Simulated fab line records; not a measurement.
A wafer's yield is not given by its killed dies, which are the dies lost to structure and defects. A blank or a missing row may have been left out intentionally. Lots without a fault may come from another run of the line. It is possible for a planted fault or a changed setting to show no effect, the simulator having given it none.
Split-lot experiment | flow n5 finfet | 21 wafers read from 7 lots, route of 1938 steps

== ON THE SPLIT ==
At N5_BEOL_M8_ETCH_65 (etches SiARC in CF4, target depth 15.6 nm, time 26 s), the setting source w was moved away from the recipe's 545 W on 8 of the 21 wafers read, by -17.6% to +14.7%. The other wafers ran this setting at the recipe's value.

The reading is taken at the split's own step.

== THE READING ==
rf vpp V, in V, at N5_BEOL_M8_ETCH_65 (etches SiARC in CF4, target depth 15.6 nm, time 26 s). Fault-free wafers of this fab line usually give 184.0 V, standard deviation 1.2 V.

wafer  | tool, chamber at the split | source w as run, W | against the recipe | rf vpp V, V | against lot-mates on the recipe
L074.2 | rie diel-04, 1             | 545                | recipe             | 183.5       | -
L074.3 | rie diel-04, 0             | 489.9              | -10.1%             | 191.2       | +7.1
L074.4 | rie diel-04, 2             | 545                | recipe             | 184.7       | -
L075.2 | rie diel-02, 1             | 449.3              | -17.6%             | 198.3       | +12.9
L075.3 | rie diel-02, 3             | 545                | recipe             | 185.4       | -
L075.6 | rie diel-02, 2             | 449.3              | -17.6%             | 196.0       | +10.6
L077.1 | rie diel-04, 2             | 545                | recipe             | 183.4       | -
L077.5 | rie diel-04, 1             | 545                | recipe             | 183.3       | -
L077.6 | rie diel-04, 3             | 545                | recipe             | 183.4       | -
L078.1 | rie diel-04, 2             | 545                | recipe             | 182.5       | -
L078.3 | rie diel-04, 1             | 545                | recipe             | 185.1       | -
L078.6 | rie diel-04, 2             | 545                | recipe             | 183.8       | -
L088.2 | rie diel-02, 3             | 507.5              | -6.9%              | 189.4       | +4.6
L088.4 | rie diel-02, 1             | 507.5              | -6.9%              | 190.1       | +5.3
L088.5 | rie diel-02, 0             | 545                | recipe             | 184.8       | -
L095.1 | rie diel-04, 2             | 625.1              | +14.7%             | 174.8       | -7.4
L095.3 | rie diel-04, 0             | 545                | recipe             | 182.2       | -
L095.5 | rie diel-04, 1             | 625.1              | +14.7%             | 176.7       | -5.5
L096.1 | rie diel-02, 3             | 612.2              | +12.3%             | 177.7       | -7.1
L096.3 | rie diel-02, 1             | 545                | recipe             | 184.5       | -
L096.5 | rie diel-02, 1             | 545                | recipe             | 185.0       | -

THE FIT
A straight line over all 21 wafers: rf vpp V changes by -0.662 V for each +1% of source w; r = -0.98; the points scatter about the line by 1.2 V.
The same after taking each lot's own level away (the mean of its wafers on the recipe; 21 wafers): -0.587 V for each +1%; r = -0.98; scatter 1 V.
Per that fit: largest source w move, reading shift of 10 V.
Across the lots, their own levels run from 182.20 to 185.40 V, a range of 2.7 times the standard deviation given above.
So the lot-to-lot level changes the slope: the two fits differ.
Check: +10.1 V against its lot-mates is what the line predicts for one of the wafers moved furthest among these (-17.6%) when that wafer is left out of the fit. It came out at +12.9 V against them.
Tool readings at the split's step, against how far the setting was moved: etch rf on time s r = -0.95; rf vpp V r = -0.98.

== THESE WAFERS: OTHER SPLITS ==
These wafers also went through other splits before the reading. Each is held against what the fit with the lots' levels taken away leaves over:
other split on the same wafers   | wafers away from the commonest value | r with rf vpp V (lot level and that fit taken away)
N5_BEOL_M4_EXPOSE_25 dose mj     | 9                                    | -0.12
N5_BEOL_M4_ALD_98 ald cycles     | 7                                    | -0.26
N5_BEOL_M5_ETCH_72 bias w        | 8                                    | +0.27
N5_BEOL_M5_COAT_22 spin rpm      | 4                                    | +0.02
N5_BEOL_M5_TRENCH_ETCH_37 bias w | 9                                    | +0.30
N5_BEOL_M5_ETCH_41 source w      | 7                                    | -0.07
N5_BEOL_M7_ETCH_41 source w      | 5                                    | -0.04

== THE WHOLE CHAIN: every reading that the file lists as answering this split, in the file's order ==
step               | what it does                                         | reading           | change (the file's fit)              | r (the file's)
N5_BEOL_M8_ETCH_65 | etches SiARC in CF4, target depth 15.6 nm, time 26 s | etch rf on time s | withheld for each +1% of the setting | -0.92
N5_BEOL_M8_ETCH_65 | etches SiARC in CF4, target depth 15.6 nm, time 26 s | rf vpp V          | -0.597 V for each +1% of the setting | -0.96

== THE FILE'S OWN FIT ==
rf vpp V changes by -0.597 V for each +1% of source w, r = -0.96.
